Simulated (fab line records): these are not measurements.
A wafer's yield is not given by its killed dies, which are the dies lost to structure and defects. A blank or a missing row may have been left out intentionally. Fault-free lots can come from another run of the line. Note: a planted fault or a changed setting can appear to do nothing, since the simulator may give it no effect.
Chamber matching    flow n5Finfet    4 sister chambers for N5_BEOL_M4_STRIP_19 on rieDiel-05
The step strips in O2. 8 wafers are shown with their chamber, then 9 later ones without.

== WAFERS WITH THEIR CHAMBER ==
wafer   chamber  drypumpMotorCurrentA (A)  throttleValvePct (%)
L078.4  1        5.8                       16.74
L081.3  2        6.7                       17.07
L084.2  3        4.9                       16.47
L084.3  2        6.7                       17.07
L084.6  0        5.1                       16.48
L085.2  1        5.8                       16.78
L085.4  3        5.0                       16.46
L085.5  0        5.1                       16.51

== WAFERS WHOSE CHAMBER IS MISSING ==
wafer   drypumpMotorCurrentA (A)  throttleValvePct (%)
L087.3  5.0                       16.46
L087.5  6.7                       17.08
L087.6  5.0                       16.50
L092.1  5.0                       16.50
L092.2  5.8                       16.80
L092.4  6.7                       17.11
L096.4  5.8                       16.83
L096.5  5.1                       16.55
L096.6  5.8                       16.83

== WHICH CHAMBER EACH ONE RAN IN ==
wafer   from the rows above      in truth
L087.3  can't be placed: 3 or 0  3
L087.5  2                        2
L087.6  can't be placed: 3 or 0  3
L092.1  can't be placed: 3 or 0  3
L092.2  1                        1
L092.4  2                        2
L096.4  1                        1
L096.5  0                        0
L096.6  1                        1
Placed correctly: 6 of 9. These rows do not allow placing 3 (true chamber among the candidates in 3). Number placed wrongly: 0.
How it was worked out, from the rows above alone: a wafer's distance from a chamber is the root of the sum, over the readings, of the square of ((its reading less the chamber's mean) divided by the reading's scatter). If the next closest chamber is less than 2 further off than the closest, the wafer can't be placed; otherwise it belongs to the closest. Each chamber's mean is taken over the wafers shown for it. The scatter is the square root of a quotient: the sum, over the shown wafers, of each reading's squared deviation from its chamber's mean, divided by wafers minus chambers.
